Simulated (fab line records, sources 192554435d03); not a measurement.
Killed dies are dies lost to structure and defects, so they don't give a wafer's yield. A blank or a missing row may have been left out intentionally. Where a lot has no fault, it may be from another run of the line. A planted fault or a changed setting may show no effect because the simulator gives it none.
fab line records	flow n5-finfet
record lots=6	wafers=18	last-day=16
route steps=1938 shown MOL_CONTACT_COAG@529 BEOL_M4@1111 PASSIVATION@1936
lots that met no fault: taken from a fault-free run of the same line
start-h: start of the lot's first displayed wafer, in hours after the record's first day	wait-h: how many hours have passed since the lot's step before this one	" repeats the value in the row above	L1.1+2: a row that stands for several wafers	- value missing, or start not given	* or withheld: withheld	< > ~ a bound
route shown NAME@n: NAME is a module with steps in the file, n the number in the route of the first one	usual: mean/standard deviation of fault-free wafers	same: alike in all rows	chamber/n: place in a boat	sites: per-site readings	_std_site: the standard deviation of these	_edge_site: mean of outer sites minus mean of inner sites	radius-mm: how far each site lies from the wafer's centre	mask NAME#n: copy n	behind: the tool/chamber that last shaped the wafer	hold: why the lot went on hold/how many hours it stayed there/how the hold came to an end	device: transistor that didn't switch, given as n, p or np	end of line: tests run on the same wafers once the route is complete	a step given without rows: its recipe and nothing more	killed: dies that structure and defects cost at the first sort, which is not the same as the wafer's yield	map: a wafer's dies, x killed, . not, _ none there
set.NAME: setting as actually run; set.NAME@STEP: the setting as run at that earlier step	model.NAME: the simulator's own value behind a step, which no gauge read
certain route steps with their lots: each step a table, each wafer a row
services: the hour from which a tool's chamber was out of use, counted from the record's first day as start-h (under 0 if before that day), plus the number of hours and why
## steps
# step N5_MOL_CONTACT_COAG_DESCUM_13
# recipe chemistry=O2	time-s=7	source-power-w=50	bias-power-w=20	pressure-mtorr=20	rf-frequency-hz=2.712e+07	temp-c=40	resist=CAR-EUV	o2-flow-sccm=225
# step N5_MOL_CONTACT_COAG_ETCH_59
# recipe chemistry=N2/H2	target=underlayer	target-depth-a=130	mask-material=CAR-EUV	time-s=10.4	ion-energy-ev=200	pressure-mtorr=30	source-w=840	bias-w=150	n2-flow-sccm=200	h2-flow-sccm=200	ends=cleared
# usual drypump-motor-current-A=5.6/0.48	etch-rf-on-time-s=10.39/0.14	oes-product-au=0.68/0.086	rf-vpp-V=524.1/2.1	showerhead-plenum-p-Torr=2.56/0.072	throttle-valve-pct=17.87/0.22
lot.wafer	tool	chamber	start-h	wait-h	drypump-motor-current-A	etch-rf-on-time-s	oes-product-au	rf-hours-counter-h	rf-vpp-V	showerhead-plenum-p-Torr	throttle-valve-pct
L734.4	rie-diel-06	1	89.32	0.0	5.4	10.39	0.61	198	524.6	2.52	17.89
L734.5	"	3	"	"	6.8	10.35	0.66	-	526.5	2.65	17.80
L734.6	"	0	"	"	5.5	10.41	0.67	-	526.9	2.67	17.92
L743.2	rie-diel-01	2	144.48	0.0	5.5	10.37	0.63	162	523.0	2.54	17.72
L743.4	"	2	"	"	5.5	10.24	0.64	-	524.1	2.54	17.73
L743.6	"	3	"	"	5.8	10.34	0.80	-	525.5	2.61	17.67
L747.1	rie-diel-01	1	166.94	0.0	4.9	10.43	0.78	18	521.9	2.49	17.54
L747.2	"	2	"	"	5.5	10.50	0.62	172	523.4	2.53	17.77
L747.4	"	3	"	"	5.8	10.51	0.76	28	523.9	2.60	17.70
L748.2	rie-diel-01	2	174.56	0.0	5.5	10.43	0.61	175	525.9	2.53	17.76
L748.5	"	3	"	"	5.8	10.44	0.76	-	526.3	2.60	17.69
L748.6	"	2	"	"	5.5	10.38	0.62	-	523.1	2.53	17.74
L752.4	rie-diel-06	0	200.14	0.0	5.5	10.61	0.64	147	527.1	2.65	17.99
L752.5	"	1	"	"	5.3	10.54	0.58	-	523.6	2.50	17.96
L752.6	"	2	"	"	5.4	10.48	0.79	-	522.5	2.50	17.64
L753.3	rie-diel-06	2	202.45	0.0	5.3	10.44	0.79	14	522.2	2.50	17.64
L753.5	"	2	"	"	5.4	10.47	0.79	-	523.6	2.50	17.65
L753.6	"	3	"	"	6.8	10.43	0.63	-	526.5	2.64	17.87
# step N5_MOL_CONTACT_COAG_ETCH_105
# recipe chemistry=CF4	target=SiARC	target-depth-a=156	mask-material=CAR-EUV	time-s=26	ion-energy-ev=80	pressure-mtorr=40	source-w=545	bias-w=36	Ar_flow_sccm=100	cf4-flow-sccm=100	ends=cleared
# usual cf4-flow-sccm=100.00/0.29	drypump-motor-current-A=5.6/0.48	etch-rf-on-time-s=26.0/0.34	mfc-ar-sccm=100.00/0.29	oes-product-au=0.68/0.086	rf-vpp-V=184.3/1.1	showerhead-plenum-p-Torr=2.15/0.055	throttle-valve-pct=15.62/0.22
lot.wafer	tool	chamber	start-h	wait-h	cf4-flow-sccm	drypump-motor-current-A	etch-rf-on-time-s	mfc-ar-sccm	oes-product-au	rf-hours-counter-h	rf-vpp-V	showerhead-plenum-p-Torr	throttle-valve-pct
L734.4	rie-diel-06	1	89.34	0.0	99.79	5.4	25.7	99.69	0.62	198	184.0	2.12	15.66
L734.5	"	3	"	"	100.27	6.8	26.1	100.12	0.66	-	184.5	2.22	15.62
L734.6	"	0	"	"	100.02	5.5	25.9	99.77	0.67	-	184.7	2.24	15.71
L743.2	rie-diel-01	2	144.50	0.0	100.41	5.5	26.0	100.01	0.64	162	183.9	2.14	15.49
L743.4	"	2	"	"	99.94	5.5	26.0	99.96	0.64	-	182.8	2.14	15.52
L743.6	"	3	"	"	100.16	5.8	25.7	99.93	0.80	-	185.2	2.18	15.40
L747.1	rie-diel-01	1	166.96	0.0	100.42	4.8	26.0	99.74	0.79	19	184.6	2.10	15.26
L747.2	"	2	"	"	100.07	5.5	26.4	100.20	0.62	172	183.7	2.14	15.52
L747.4	"	3	"	"	100.31	5.8	26.0	100.73	0.77	28	185.1	2.18	15.43
L748.2	rie-diel-01	2	174.58	0.0	99.77	5.5	26.3	100.27	0.61	175	183.9	2.14	15.53
L748.5	"	3	"	"	100.49	5.8	25.7	100.22	0.78	-	185.2	2.18	15.44
L748.6	"	2	"	"	100.08	5.5	25.9	100.48	0.62	-	184.2	2.14	15.52
L752.4	rie-diel-06	0	200.16	0.0	99.81	5.5	26.3	99.83	0.64	147	185.7	2.22	15.76
L752.5	"	1	"	"	99.67	5.3	26.3	99.78	0.58	-	183.5	2.11	15.73
L752.6	"	2	"	"	99.67	5.4	26.2	100.60	0.79	-	183.7	2.10	15.39
L753.3	rie-diel-06	2	202.47	0.0	100.27	5.4	26.0	99.61	0.79	14	183.4	2.10	15.41
L753.5	"	2	"	"	100.31	5.4	26.1	100.00	0.79	-	185.0	2.10	15.40
L753.6	"	3	"	"	99.99	6.8	26.3	100.07	0.62	-	185.3	2.21	15.70
# step N5_MOL_CONTACT_COAG_ETCH_106
# recipe chemistry=N2/H2	target=SOC	target-depth-a=800	overetch-a=160	mask-material=SiARC	temp-c=40	time-s=120	ion-energy-ev=200	pressure-mtorr=30	source-w=840	bias-w=150	n2-flow-sccm=200	h2-flow-sccm=200
# usual drypump-motor-current-A=5.6/0.48	oes-product-au=0.71/0.087	rf-vpp-V=524.2/2.1	showerhead-plenum-p-Torr=2.56/0.072	throttle-valve-pct=17.84/0.22
lot.wafer	tool	chamber	start-h	wait-h	drypump-motor-current-A	oes-product-au	rf-hours-counter-h	rf-vpp-V	showerhead-plenum-p-Torr	throttle-valve-pct
L734.4	rie-diel-06	1	89.37	0.0	5.4	0.64	198	522.6	2.52	17.86
L734.5	"	3	"	"	6.8	0.69	-	527.0	2.65	17.78
L734.6	"	0	"	"	5.5	0.70	-	526.9	2.67	17.90
L743.2	rie-diel-01	2	144.53	0.0	5.5	0.66	162	524.4	2.54	17.70
L743.4	"	2	"	"	5.5	0.67	-	523.7	2.54	17.70
L743.6	"	3	"	"	5.8	0.83	-	525.7	2.61	17.67
L747.1	rie-diel-01	1	166.98	0.0	4.9	0.82	19	522.8	2.49	17.51
L747.2	"	2	"	"	5.5	0.65	172	525.0	2.53	17.72
L747.4	"	3	"	"	5.8	0.81	28	525.5	2.60	17.67
L748.2	rie-diel-01	2	174.61	0.0	5.5	0.65	175	523.7	2.53	17.71
L748.5	"	3	"	"	5.8	0.81	-	525.2	2.60	17.67
L748.6	"	2	"	"	5.5	0.65	-	523.7	2.53	17.73
L752.4	rie-diel-06	0	200.19	0.0	5.5	0.68	147	527.9	2.65	17.95
L752.5	"	1	"	"	5.4	0.61	-	523.9	2.50	17.93
L752.6	"	2	"	"	5.4	0.84	-	523.0	2.50	17.61
L753.3	rie-diel-06	2	202.50	0.0	5.4	0.82	14	523.2	2.50	17.62
L753.5	"	2	"	"	5.4	0.83	-	523.3	2.50	17.60
L753.6	"	3	"	"	6.8	0.67	-	527.4	2.64	17.85
# step N5_MOL_CONTACT_COAG_STRIP_107
# recipe chemistry=N2/H2	temp-c=40	n2-flow-sccm=200	h2-flow-sccm=200	rf-frequency-hz=6e+07
# step N5_MOL_CONTACT_COAG_STRIP_108
# recipe chemistry=N2/H2	temp-c=40	n2-flow-sccm=200	h2-flow-sccm=200	rf-frequency-hz=6e+07
# step N5_MOL_CONTACT_COAG_CONTACT_ETCH_14
# recipe chemistry=C4F6/O2	target=SiO2	target-depth-a=275	overetch-a=85	mask-material=SOC	pressure-mtorr=30	source-w=370	bias-w=185	Ar_flow_sccm=300	C4F6_flow_sccm=16	O2_flow_sccm=10	time-s=20	ion-energy-ev=259.6
# usual drypump-motor-current-A=5.6/0.48	mfc-ar-sccm=300.0/1	oes-product-au=0.67/0.083	rf-vpp-V=693.0/2.7	showerhead-plenum-p-Torr=2.89/0.072	throttle-valve-pct=21.28/0.22
lot.wafer	tool	chamber	start-h	wait-h	drypump-motor-current-A	mfc-ar-sccm	oes-product-au	rf-hours-counter-h	rf-vpp-V	showerhead-plenum-p-Torr	throttle-valve-pct
L734.4	rie-diel-06	1	89.47	0.0	5.3	299.6	0.61	198	693.1	2.86	21.27
L734.5	"	3	"	"	6.8	300.3	0.66	-	696.8	2.99	21.28
L734.6	"	0	"	"	5.5	299.9	0.67	-	697.9	3.00	21.32
L743.2	rie-diel-01	2	144.63	0.0	5.5	299.4	0.63	162	692.5	2.89	21.18
L743.4	"	2	"	"	5.5	301.0	0.62	-	692.1	2.89	21.15
L743.6	"	3	"	"	5.8	300.2	0.78	-	694.9	2.93	21.07
L747.1	rie-diel-01	1	167.08	0.0	4.9	299.8	0.78	19	690.4	2.83	20.95
L747.2	"	2	"	"	5.5	301.6	0.61	172	692.8	2.88	21.19
L747.4	"	3	"	"	5.7	299.5	0.77	28	693.1	2.93	21.10
L748.2	rie-diel-01	2	174.71	0.0	5.5	299.7	0.62	175	690.9	2.88	21.18
L748.5	"	3	"	"	5.8	300.3	0.76	-	693.4	2.92	21.11
L748.6	"	2	"	"	5.5	299.1	0.61	-	690.9	2.88	21.18
L752.4	rie-diel-06	0	200.29	0.0	5.5	300.5	0.64	147	696.5	2.99	21.38
L752.5	"	1	"	"	5.3	301.7	0.58	-	691.2	2.84	21.33
L752.6	"	2	"	"	5.4	299.7	0.78	-	690.7	2.84	21.20
L753.3	rie-diel-06	2	202.60	0.0	5.4	299.0	0.79	14	691.4	2.84	21.18
L753.5	"	2	"	"	5.4	300.0	0.78	-	692.2	2.84	21.18
L753.6	"	3	"	"	6.8	299.3	0.64	-	695.0	2.97	21.35
# step N5_MOL_CONTACT_COAG_STRIP_109
# recipe chemistry=C4F6/O2	resist=SiARC	rf-frequency-hz=6e+07
# step N5_MOL_CONTACT_COAG_ETCH_15
# recipe chemistry=CH3F/O2	target=SiNx	target-depth-a=70	mask-material=SOC	stop-on=Si:P	over-etch-frac=0.75	ion-energy-ev=120	pressure-mtorr=30	source-w=395	bias-w=73	Ar_flow_sccm=150	CH3F_flow_sccm=30	O2_flow_sccm=20
# usual drypump-motor-current-A=5.6/0.48	mfc-ar-sccm=150.0/0.43	oes-product-au=0.58/0.071	rf-vpp-V=295.2/2.2	showerhead-plenum-p-Torr=2.01/0.054	throttle-valve-pct=16.35/0.22
lot.wafer	tool	chamber	start-h	wait-h	drypump-motor-current-A	mfc-ar-sccm	oes-product-au	rf-hours-counter-h	rf-vpp-V	showerhead-plenum-p-Torr	throttle-valve-pct
L734.4	rie-diel-06	1	89.51	0.0	5.3	149.7	0.53	198	293.6	1.98	16.37
L734.5	"	3	"	"	6.8	149.1	0.56	-	294.9	2.08	16.38
L734.6	"	0	"	"	5.5	150.1	0.57	-	298.1	2.09	16.39
L743.2	rie-diel-01	2	144.66	0.0	5.5	150.7	0.53	162	298.1	2.00	16.24
L743.4	"	2	"	"	5.5	149.7	0.54	-	296.7	2.00	16.26
L743.6	"	3	"	"	5.8	150.7	0.68	-	293.5	2.04	16.14
L747.1	rie-diel-01	1	167.12	0.0	4.9	150.0	0.67	19	292.0	1.96	15.99
L747.2	"	2	"	"	5.5	151.2	0.53	172	296.2	2.00	16.26
L747.4	"	3	"	"	5.8	150.5	0.67	28	293.4	2.04	16.17
L748.2	rie-diel-01	2	174.75	0.0	5.5	149.7	0.53	175	297.5	2.00	16.27
L748.5	"	3	"	"	5.8	150.2	0.67	-	294.0	2.04	16.16
L748.6	"	2	"	"	5.5	150.4	0.53	-	297.7	2.00	16.24
L752.4	rie-diel-06	0	200.32	0.0	5.5	149.7	0.55	147	299.3	2.08	16.47
L752.5	"	1	"	"	5.3	150.9	0.51	-	291.7	1.97	16.47
L752.6	"	2	"	"	5.4	150.1	0.68	-	294.7	1.97	16.17
L753.3	rie-diel-06	2	202.64	0.0	5.4	150.3	0.68	14	294.5	1.97	16.19
L753.5	"	2	"	"	5.4	150.0	0.68	-	294.2	1.97	16.17
L753.6	"	3	"	"	6.8	149.7	0.54	-	296.2	2.07	16.44
# step N5_MOL_CONTACT_COAG_ETCH_110
# recipe chemistry=CF4/O2	target=Si	target-depth-a=25	time-s=8	pressure-mtorr=100	source-w=200	bias-w=12	ion-energy-ev=60	Ar_flow_sccm=100	cf4-flow-sccm=100	O2_flow_sccm=10
# step N5_MOL_CONTACT_COAG_STRIP_98
# recipe chemistry=N2/H2	power-w=500	temp-c=40	pressure-mtorr=50	rf-frequency-hz=6e+07	overash-fraction=0.3	bias-power-w=8	h2-frac=0.5	n2-flow-sccm=300	h2-flow-sccm=300
# step N5_MOL_CONTACT_COAG_CD_MEAS_99
# recipe target-cd-nm=17.2	polarity=opening
# usual cd-nm=17.22/0.29
lot.wafer	tool	chamber	start-h	wait-h	cd-nm
L734.4	cd-sem-02	-	89.70	-	17.26
L734.5	"	-	"	"	17.10
L734.6	"	-	"	"	17.36
L743.2	cd-sem-03	-	144.84	-	17.35
L743.4	"	-	"	"	17.45
L743.6	"	-	"	"	17.32
L747.1	cd-sem-02	-	167.30	-	17.99
L747.2	"	-	"	"	17.33
L747.4	"	-	"	"	17.04
L748.2	cd-sem-03	-	174.93	-	17.04
L748.5	"	-	"	"	17.16
L748.6	"	-	"	"	17.39
L752.4	cd-sem-01	-	200.52	-	17.05
L752.5	"	-	"	"	17.06
L752.6	"	-	"	"	17.14
L753.3	cd-sem-01	-	202.82	-	17.37
L753.5	"	-	"	"	17.05
L753.6	"	-	"	"	17.03
# step N5_MOL_CONTACT_COAG_IMPLANT_129
# recipe species=Ge	energy-kev=3	dose-cm2=6e+14	tilt-deg=0	rotation-deg=0
# usual beam-on-s=39.6/0.82	dose-ions-cm2=5.998e+14/6.6e+11	rotation-deg=0.000/0.02
lot.wafer	tool	chamber	start-h	wait-h	beam-on-s	dose-ions-cm2	rotation-deg
L734.4	implanter-02	0	89.82	0.1	40.3	6.004e+14	-0.009
L734.5	"	0	"	"	40.2	6.005e+14	-0.025
L734.6	"	0	"	"	38.6	6.002e+14	-0.015
L743.2	implanter-01	0	144.91	0.1	39.4	5.997e+14	-0.028
L743.4	"	0	"	"	37.2	5.987e+14	0.037
L743.6	"	0	"	"	39.9	5.999e+14	-0.035
L747.1	implanter-01	0	167.33	0.0	21.4	3.164e+14	-0.003
L747.2	"	0	"	"	21.0	3.17e+14	0.031
L747.4	"	0	"	"	20.7	3.166e+14	0.000
L748.2	implanter-01	0	174.99	0.1	20.8	3.164e+14	0.011
L748.5	"	0	"	"	20.7	3.156e+14	0.022
L748.6	"	0	"	"	20.4	3.154e+14	0.039
L752.4	implanter-02	0	200.64	0.1	39.8	5.998e+14	0.002
L752.5	"	0	"	"	40.2	6.003e+14	-0.002
L752.6	"	0	"	"	41.5	5.999e+14	0.003
L753.3	implanter-02	0	202.91	0.1	38.8	6.004e+14	-0.008
L753.5	"	0	"	"	39.7	6.001e+14	0.014
L753.6	"	0	"	"	39.0	5.998e+14	0.025
# step N5_MOL_CONTACT_COAG_PRECLEAN_111
# recipe chemistry=NF3:NH3	afs-cycles=1	temp-c=30	time-s=20	sublimation-temp-c=180	sublimation-time-s=60	pressure-torr=3	rf-power-w=30
# step N5_BEOL_M4_RC_MEAS_101
# usual DIBL_N=36.4/1.5	DIBL_P=36.6/1.9	IOFF_N=0.155/0.021	IOFF_P=0.211/0.028	ION_N=671/8.6	ION_P=462/5.8	SS_N=71.5/0.5	SS_P=73.4/0.58	VT_N=250.1/2.4	VT_P=-250.1/3
lot.wafer	tool	chamber	start-h	wait-h	DIBL_N[mV/V]	DIBL_P[mV/V]	IOFF_N[nA/um]	IOFF_P[nA/um]	ION_N[uA/um]	ION_P[uA/um]	SS_N[mV/dec]	SS_P[mV/dec]	VT_N[mV]	VT_P[mV]
L734.4	prober-02	0	168.33	0.5	34.4	33.7	0.124	0.178	662	456	71.0	73.0	250.8	-250.5
L734.5	"	0	"	"	37.6	37.7	0.184	0.230	690	464	72.1	73.9	249.1	-249.0
L734.6	"	0	"	"	35.3	34.4	0.138	0.184	683	464	71.2	72.2	251.8	-250.1
L743.2	prober-02	0	224.46	0.2	38.1	37.2	0.169	0.225	679	464	70.5	72.8	250.5	-247.3
L743.4	"	0	"	"	37.0	35.9	0.151	0.209	676	464	71.4	72.6	250.6	-249.3
L743.6	"	0	"	"	38.5	37.6	0.171	0.228	669	460	72.1	74.0	248.1	-248.3
L747.1	prober-01	0	244.20	0.0	36.8	35.1	0.138	0.189	666	460	71.4	72.8	250.7	-253.3
L747.2	"	0	"	"	37.1	35.7	0.148	0.196	671	460	71.5	72.9	251.4	-253.0
L747.4	"	0	"	"	36.1	34.0	0.129	0.175	666	455	70.4	72.6	252.9	-252.5
L748.2	prober-02	0	244.65	0.2	35.9	35.0	0.149	0.202	665	453	71.5	73.0	251.1	-251.5
L748.5	"	0	"	"	36.1	34.8	0.155	0.196	660	456	71.9	73.6	249.6	-249.0
L748.6	"	0	"	"	33.7	32.7	0.121	0.173	652	449	70.4	72.9	251.0	-255.1
L752.4	prober-02	0	278.42	0.5	36.5	39.2	0.179	0.239	677	466	71.5	73.3	249.6	-249.1
L752.5	"	0	"	"	35.6	37.8	0.161	0.225	674	464	71.4	73.4	250.0	-248.6
L752.6	"	0	"	"	35.2	37.0	0.158	0.206	676	462	71.6	73.3	249.0	-249.4
L753.3	prober-01	0	280.74	0.3	35.4	35.2	0.144	0.181	667	459	71.4	72.3	249.7	-251.8
L753.5	"	0	"	"	37.1	37.6	0.171	0.207	675	462	71.4	73.2	248.3	-250.1
L753.6	"	0	"	"	36.6	36.8	0.162	0.199	672	460	71.6	73.7	248.5	-251.7
# step N5_PASSIVATION_PROBE_49
# usual defect-limited-yield=91.5/1.4	killed_at_M0_to_M3=33/10	killed_at_M4_up=13/5	killed-at-contacts=13/5.6	killed-at-front-end=38/12	killed-at-other=3.9/2.7	killed-dies=100/16	killed-on-rim=13/4	killed-open=66/13	killed-short=32/7.2	sort_bin_5_function=5.0/0.97	sort_bin_6_memory=3.2/0.61	sort-n-pass=1080/16	sort-yield-pct=91.5/1.4
# same gross-dies=1180	killed-at-back-side=0	sort_bin_4_leakage[%]=0	sort_bin_8_speed[%]=0
lot.wafer	tool	chamber	start-h	wait-h	defect-limited-yield[%]	killed_at_M0_to_M3	killed_at_M4_up	killed-at-contacts	killed-at-front-end	killed-at-other	killed-dies	killed-on-rim	killed-open	killed-short	sort_bin_5_function[%]	sort_bin_6_memory[%]	sort-n-pass	sort-yield-pct[%]
L734.4	prober-02	-	273.26	0.2	93.8	22	10	10	29	2	73	11	54	19	3.2	2.8	1107	93.8
L734.5	prober-02	-	273.31	0.2	91.9	30	12	19	32	3	96	11	60	33	5.6	2.4	1084	91.9
L734.6	prober-02	-	273.36	0.3	93.0	24	11	17	29	2	83	10	57	24	4.2	2.7	1097	93.0
L743.2	prober-01	-	329.88	0.1	92.4	24	20	4	36	6	90	9	64	25	4.0	3.1	1090	92.4
L743.4	prober-01	-	329.98	0.2	89.8	39	15	10	48	8	120	14	78	41	6.9	3.1	1060	89.8
L743.6	prober-01	-	330.08	0.3	90.3	30	23	8	49	4	114	17	84	29	5.4	4.1	1066	90.3
L747.1	prober-02	-	342.73	0.0	91.3	31	11	10	45	6	103	13	60	40	5.3	3.1	1077	91.3
L747.2	prober-02	-	342.78	0.1	89.1	31	9	16	68	5	129	16	92	35	7.0	3.6	1051	89.1
L747.4	prober-02	-	342.88	0.2	93.4	26	7	8	35	2	78	10	49	28	4.4	2.1	1102	93.4
L748.5	prober-01	-	346.87	0.2	90.1	39	16	12	47	3	117	18	94	23	6.2	3.6	1063	90.1
L752.4	prober-01	-	382.95	0.2	92.5	28	22	7	26	6	89	12	57	31	4.2	3.0	1091	92.5
L752.5	prober-01	-	383.00	0.2	91.5	25	10	13	47	5	100	17	62	38	5.0	3.3	1080	91.5
L752.6	prober-01	-	383.05	0.3	92.0	28	13	10	37	6	94	4	53	41	4.7	3.1	1086	92.0
# killed by level:class
L734.4 STI_FIN_REVEAL:geometric-particle:open=14 MOL_CONTACT_COAG:geometric-particle:open=8 BEOL_M2:geometric-particle:open=7 STI_FIN_REVEAL:geometric-particle:short=4 BEOL_M1:geometric-particle:open=4 BEOL_M0_SAQP:geometric-particle:open=3 FIN_SAQP:geometric-particle:open=2 MOL_CONTACT_COAG:geometric-particle:short=2
L734.5 MOL_CONTACT_COAG:geometric-particle:open=16 STI_FIN_REVEAL:geometric-particle:open=12 BEOL_M0_SAQP:geometric-particle:short=7 BEOL_M2:geometric-particle:open=6 BEOL_M5:geometric-particle:open=6 BEOL_M2:geometric-particle:short=5 STARTING-WAFER:geometric-particle:short=4 ILD0:geometric-particle:open=3
L734.6 MOL_CONTACT_COAG:geometric-particle:open=16 STI_FIN_REVEAL:geometric-particle:open=8 FIN_SAQP:geometric-particle:open=6 BEOL_M0_SAQP:geometric-particle:open=6 STI_FIN_REVEAL:geometric-particle:short=4 BEOL_M1:geometric-particle:open=4 BEOL_M4:geometric-particle:short=4 BEOL_M0_SAQP:geometric-particle:short=3
L743.2 STI_FIN_REVEAL:geometric-particle:open=19 BEOL_M0_SAQP:geometric-particle:open=11 BEOL_M4:geometric-particle:open=10 BEOL_M0_SAQP:geometric-particle:short=7 GATE_CUT:geometric-particle:short=5 BEOL_M1:geometric-particle:open=4 FIN_SAQP:geometric-particle:short=3 MOL_CONTACT_COAG:geometric-particle:open=3
L743.4 STI_FIN_REVEAL:geometric-particle:open=19 BEOL_M0_SAQP:geometric-particle:short=10 BEOL_M0_SAQP:geometric-particle:open=9 MOL_CONTACT_COAG:geometric-particle:open=8 BEOL_M2:geometric-particle:open=7 BEOL_M4:geometric-particle:open=7 GATE_CUT:geometric-particle:short=6 BEOL_M0:geometric-particle:open=5
L743.6 STI_FIN_REVEAL:geometric-particle:open=18 BEOL_M4:geometric-particle:open=8 MOL_CONTACT_COAG:geometric-particle:open=7 FIN_SAQP:geometric-particle:open=6 BEOL_M0_SAQP:geometric-particle:short=6 STARTING-WAFER:geometric-particle:open=6 BEOL_M7:geometric-particle:open=6 BEOL_M0_SAQP:geometric-particle:open=5
L747.1 BEOL_M0_SAQP:geometric-particle:open=12 FIN_SAQP:geometric-particle:short=11 MOL_CONTACT_COAG:geometric-particle:open=9 STI_FIN_REVEAL:geometric-particle:open=6 BEOL_M0_SAQP:geometric-particle:short=6 FIN_SAQP:geometric-particle:open=5 BEOL_M5:geometric-particle:open=4 DUMMY_GATE:geometric-particle:short=4
L747.2 STI_FIN_REVEAL:geometric-particle:open=25 MOL_CONTACT_COAG:geometric-particle:open=15 BEOL_M0_SAQP:geometric-particle:open=10 FIN_SAQP:geometric-particle:short=8 BEOL_M0_SAQP:geometric-particle:short=8 FIN_SAQP:geometric-particle:open=6 DUMMY_GATE:geometric-particle:open=6 STI_FIN_REVEAL:geometric-particle:short=5
L747.4 FIN_SAQP:geometric-particle:short=9 BEOL_M0_SAQP:geometric-particle:short=9 FIN_SAQP:geometric-particle:open=7 BEOL_M0_SAQP:geometric-particle:open=7 MOL_CONTACT_COAG:geometric-particle:open=6 STI_FIN_REVEAL:geometric-particle:open=5 BEOL_M3:geometric-particle:open=4 BEOL_M5:geometric-particle:open=4
L748.5 STI_FIN_REVEAL:geometric-particle:open=25 BEOL_M3:geometric-particle:open=13 MOL_CONTACT_COAG:geometric-particle:open=10 BEOL_M1:geometric-particle:open=8 BEOL_M4:geometric-particle:open=8 BEOL_M0_SAQP:geometric-particle:short=5 BEOL_M2:geometric-particle:open=5 FIN_SAQP:geometric-particle:short=4
L752.4 BEOL_M4:geometric-particle:open=10 FIN_SAQP:geometric-particle:open=9 BEOL_M0_SAQP:geometric-particle:short=7 FIN_SAQP:geometric-particle:short=6 BEOL_M5:geometric-particle:open=5 MOL_CONTACT_COAG:geometric-particle:open=5 BEOL_M0_SAQP:geometric-particle:open=5 BEOL_M1:geometric-particle:open=5
L752.5 STI_FIN_REVEAL:geometric-particle:open=13 MOL_CONTACT_COAG:geometric-particle:open=11 FIN_SAQP:geometric-particle:short=8 FIN_SAQP:geometric-particle:open=7 BEOL_M2:geometric-particle:open=6 BEOL_M0_SAQP:geometric-particle:short=6 BEOL_M1:geometric-particle:open=6 ILD0:geometric-particle:short=4
L752.6 BEOL_M1:geometric-particle:open=13 FIN_SAQP:geometric-particle:short=8 STI_FIN_REVEAL:geometric-particle:open=7 MOL_CONTACT_COAG:geometric-particle:open=7 GATE_CUT:geometric-particle:short=6 BEOL_M0_SAQP:geometric-particle:short=5 STI_FIN_REVEAL:geometric-particle:short=4 FIN_SAQP:geometric-particle:open=3
## services
tool	chamber	start-h	hours	kind
rie-diel-01	3	80.03	-	clean
rie-diel-01	3	80.03	-	consumable-replace:focus-ring
rie-diel-01	3	80.03	17.7	scheduled-down
rie-diel-01	3	80.03	17.7	vent-cycle
rie-diel-01	1	86.89	2.2	repair
implanter-02	-	95.23	5.9	repair
rie-diel-06	3	95.74	5.3	repair
rie-diel-06	1	102.17	2.4	repair
rie-diel-01	-	104.58	0.5	repair
rie-diel-01	1	107.44	-	clean
rie-diel-01	1	107.44	-	consumable-replace:focus-ring
rie-diel-01	1	107.44	16.2	scheduled-down
rie-diel-01	1	107.44	16.2	vent-cycle
rie-diel-06	0	118.56	6.0	repair
rie-diel-01	0	128.57	-	clean
rie-diel-01	0	128.57	-	consumable-replace:focus-ring
rie-diel-01	0	128.57	21.9	scheduled-down
rie-diel-01	0	128.57	21.9	vent-cycle
implanter-01	-	148.59	2.7	pm
rie-diel-06	2	150.22	-	clean
rie-diel-06	2	150.22	-	consumable-replace:focus-ring
rie-diel-06	2	150.22	14.8	scheduled-down
implanter-01	-	157.69	3.9	repair
implanter-01	-	169.94	3.0	repair
## key
first-sign step=N5_MOL_CONTACT_COAG_IMPLANT_129	reading=dose-ions-cm2	direction=down	sigmas=99+	usual=5.998e+14	struck=3.162e+14
effect step=N5_MOL_CONTACT_COAG_IMPLANT_129	reading=beam-on-s	direction=down	sigmas=23	usual=39.6	struck=20.8
met-at N5_MOL_CONTACT_COAG_IMPLANT_129
struck-wafers L747.1,L747.2,L747.4,L748.2,L748.5,L748.6
onset-between 144.91 167.33
fault kind=process-parameter-drift	tool=implanter-01	chamber=-	onset-h=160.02	steps=N5_MOL_CONTACT_COAG_IMPLANT_129	channel=dose-cm2	offset=-2.8347e+14	shape=step	end-h=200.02	acts-in=these-recipes-only	stated=6e+14
